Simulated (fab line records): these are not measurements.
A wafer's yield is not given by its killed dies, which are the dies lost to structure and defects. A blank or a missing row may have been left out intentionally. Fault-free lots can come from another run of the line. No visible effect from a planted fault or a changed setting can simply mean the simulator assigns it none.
Lot-split experiment    flow n5Finfet    21 wafers read across 7 lots, on a route 1938 steps long

ON THE SPLIT
At N5_DUMMY_GATE_ETCH_31 (etches SiO2 in C4F6/O2, target depth 82.5 nm, time 27.5 s), the setting targetDepthA was moved away from the recipe's 825 angstrom on 9 of the 21 wafers read, by -9.4% to +7.2%. The other wafers ran this setting at the recipe's value.

Reading taken at the split's own step.

THE READING
SOC_of_DUMMY_GATE_COAT_34.thkNm (the simulator's own value, which no gauge read), in nm, at N5_DUMMY_GATE_ETCH_31 (etches SiO2 in C4F6/O2, target depth 82.5 nm, time 27.5 s). No usual value for it is given in the file. Here, 12 wafers ran the recipe; their average is 51.9 nm with a standard deviation of 0.25 nm.

wafer   tool, chamber at the split  targetDepthA as run, angstrom  against the recipe  SOC_of_DUMMY_GATE_COAT_34.thkNm, nm  against lot-mates on the recipe
L074.1  rieDiel-02, 2               825                            recipe              51.4                                 -
L074.2  rieDiel-02, 3               856.7                          +3.8%               51.2                                 -0.2
L074.6  rieDiel-02, 3               856.7                          +3.8%               51                                   -0.4
L076.1  rieDiel-05, 3               751.5                          -8.9%               52.6                                 +0.8
L076.3  rieDiel-05, 2               825                            recipe              51.8                                 -
L076.6  rieDiel-05, 2               751.5                          -8.9%               52.4                                 +0.6
L079.2  rieDiel-03, 3               825                            recipe              52                                   -
L079.4  rieDiel-03, 2               825                            recipe              51.8                                 -
L079.6  rieDiel-03, 1               825                            recipe              52                                   -
L081.3  rieDiel-05, 2               825                            recipe              51.8                                 -
L081.4  rieDiel-05, 3               825                            recipe              52.2                                 -
L081.6  rieDiel-05, 3               825                            recipe              52                                   -
L094.1  rieDiel-02, 2               884.8                          +7.2%               50.8                                 -0.6
L094.3  rieDiel-02, 0               884.8                          +7.2%               50.8                                 -0.6
L094.6  rieDiel-02, 0               825                            recipe              51.4                                 -
L095.1  rieDiel-03, 0               825                            recipe              51.8                                 -
L095.4  rieDiel-03, 3               747.5                          -9.4%               52.4                                 +0.6
L095.5  rieDiel-03, 1               825                            recipe              51.8                                 -
L097.1  rieDiel-05, 2               776.9                          -5.8%               52.2                                 +0.0
L097.2  rieDiel-05, 0               776.9                          -5.8%               52.6                                 +0.4
L097.5  rieDiel-05, 0               825                            recipe              52.2                                 -

THE FIT
A straight line over all 21 wafers: SOC_of_DUMMY_GATE_COAT_34.thkNm changes by -0.102 nm for each +1% of targetDepthA; r = -0.88; the points scatter about the line by 0.27 nm.
The same after taking each lot's own level away (the mean of its wafers on the recipe; 21 wafers): -0.071 nm for each +1%; r = -0.93; scatter 0.13 nm.
According to that fit, moving targetDepthA by its largest amount changes the reading by 0.67 nm.
Measured against the standard deviation above, the lots' own levels, which go from 51.40 to 52.20 nm, span 3.2 times it.
Thus the slope moves with the lot-to-lot level: the two fits are different.
Check: +0.65 nm against its lot-mates is what the line predicts for one of the wafers moved furthest among these (-9.4%) when that wafer is left out of the fit. Against them it came out at +0.6 nm.

OTHER SPLITS APPLIED TO THESE WAFERS
Note: prior to the reading, these wafers also went through further splits. Each is held against what the fit with the lots' levels taken away leaves over:
other split on the same wafers  wafers away from the commonest value  r with SOC_of_DUMMY_GATE_COAT_34.thkNm (lot level and that fit taken away)
N5_FIN_SAQP_PECVD_06 timeS      9                                     -0.18
N5_FIN_CUT_COAT_29 spinRpm      2                                     +0.11
N5_DUMMY_GATE_ETCH_37 sourceW   8                                     -0.20

THE WHOLE CHAIN: every reading that the file lists as answering this split, in the file's order
step                   what it does                                               reading                                                                           change (the file's fit)                 r (the file's)
N5_DUMMY_GATE_ETCH_31  etches SiO2 in C4F6/O2, target depth 82.5 nm, time 27.5 s  etch.depthNm (the simulator's own value, which no gauge read)                     +0.776 nm for each +1% of the setting   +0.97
N5_DUMMY_GATE_ETCH_31  etches SiO2 in C4F6/O2, target depth 82.5 nm, time 27.5 s  SOC_of_DUMMY_GATE_COAT_34.thkNm (the simulator's own value, which no gauge read)  -0.0689 nm for each +1% of the setting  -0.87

THE FILE'S OWN FIT
SOC_of_DUMMY_GATE_COAT_34.thkNm changes by -0.0689 nm for each +1% of targetDepthA, r = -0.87.
